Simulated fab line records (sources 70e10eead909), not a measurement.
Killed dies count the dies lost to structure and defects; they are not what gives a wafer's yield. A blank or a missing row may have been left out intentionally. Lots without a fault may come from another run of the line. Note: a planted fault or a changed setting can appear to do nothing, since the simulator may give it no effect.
3 desks, one fault | flow nand harc | each desk holds nothing but its own numbers, with what lay behind them at the end

== METROLOGY DESK ==
Means of the sampled wafers that have a number, per lot and without regard to the tool the lot ran on: this is what the gauges read. Any lot whose mean is over 4 standard deviations away from the usual mean is out of limits and marked OUT; that distance is given in the brackets.
Columns: A = cd nm at NHARC_THIN_TSV_CD_MEAS_16, usual 999.4 nm
lot  | first seen here | A
L952 | day 19 17:59    | 999.9
L954 | day 19 18:59    | 998.0
L957 | day 19 20:11    | 997.2
L955 | day 19 21:24    | 1002.7
L958 | day 20 04:44    | 999.3
L956 | day 20 06:07    | 1000.9
L964 | day 21 05:04    | 999.9
L961 | day 21 10:49    | 1001.5
L970 | day 23 15:38    | 998.6
L972 | day 23 18:08    | 999.9
L974 | day 24 09:42    | 999.0
L975 | day 24 17:58    | 999.0
Result from this desk: across the 12 lots, nothing is out of limits.

== TOOL OWNER'S DESK, rie diel-05 ==
The tool's own readings at NHARC_THIN_TSV_ETCH_44 (etches the open film in CF4/O2, target depth 1594.2 nm, time 797.1 s): means of the sampled wafers that have a number, for each lot that ran on this tool. Any lot whose mean is over 4 standard deviations away from the usual mean is out of limits and marked OUT; that distance is given in the brackets.
Columns: A = drypump motor current A at NHARC_THIN_TSV_ETCH_44, usual 5.7 A; B = oes product au at NHARC_THIN_TSV_ETCH_44, usual 1.000 a.u.; C = rf vpp V at NHARC_THIN_TSV_ETCH_44, usual 795 V; D = showerhead plenum p Torr at NHARC_THIN_TSV_ETCH_44, usual 1.85 Torr; E = throttle valve pct at NHARC_THIN_TSV_ETCH_44, usual 16.915 %
lot  | first seen here | A   | B     | C   | D    | E
L954 | day 19 18:23    | 5.5 | 1.005 | 791 | 1.79 | 16.917
L955 | day 19 20:40    | 5.6 | 1.005 | 792 | 1.81 | 16.910
L961 | day 21 10:06    | 5.4 | 0.961 | 790 | 1.77 | 16.912
Result from this desk: across the 3 lots, nothing is out of limits.

== THE DEFECT DESK ==
Lot by lot, what the route's inspections counted, given as the mean of those sampled wafers with a number. Any lot whose mean is over 4 standard deviations away from the usual mean is out of limits and marked OUT; that distance is given in the brackets.
Columns: A = raw defect count at NHARC_HYBRID_BOND_INSPECT_06, usual 35
lot  | first seen here | A
L952 | day 19 09:19    | 19
L954 | day 19 09:19    | 24
L957 | day 19 09:20    | 33
L955 | day 19 17:40    | 35
L958 | day 20 01:05    | 30
L956 | day 20 01:07    | 28
L964 | day 21 00:20    | 49
L961 | day 21 07:10    | 20
L970 | day 23 10:48    | 51
L972 | day 23 14:23    | 40
L974 | day 24 05:53    | 24
L975 | day 24 13:53    | 57
Result from this desk: across the 12 lots, nothing is out of limits.

== ALL TOGETHER ==
Nothing out of limits was seen by the metrology desk.
The desk of the tool owner found nothing out of limits.
Nothing the defect desk looked at was out of limits.

== WHAT THE SIMULATOR HAD INSERTED ==
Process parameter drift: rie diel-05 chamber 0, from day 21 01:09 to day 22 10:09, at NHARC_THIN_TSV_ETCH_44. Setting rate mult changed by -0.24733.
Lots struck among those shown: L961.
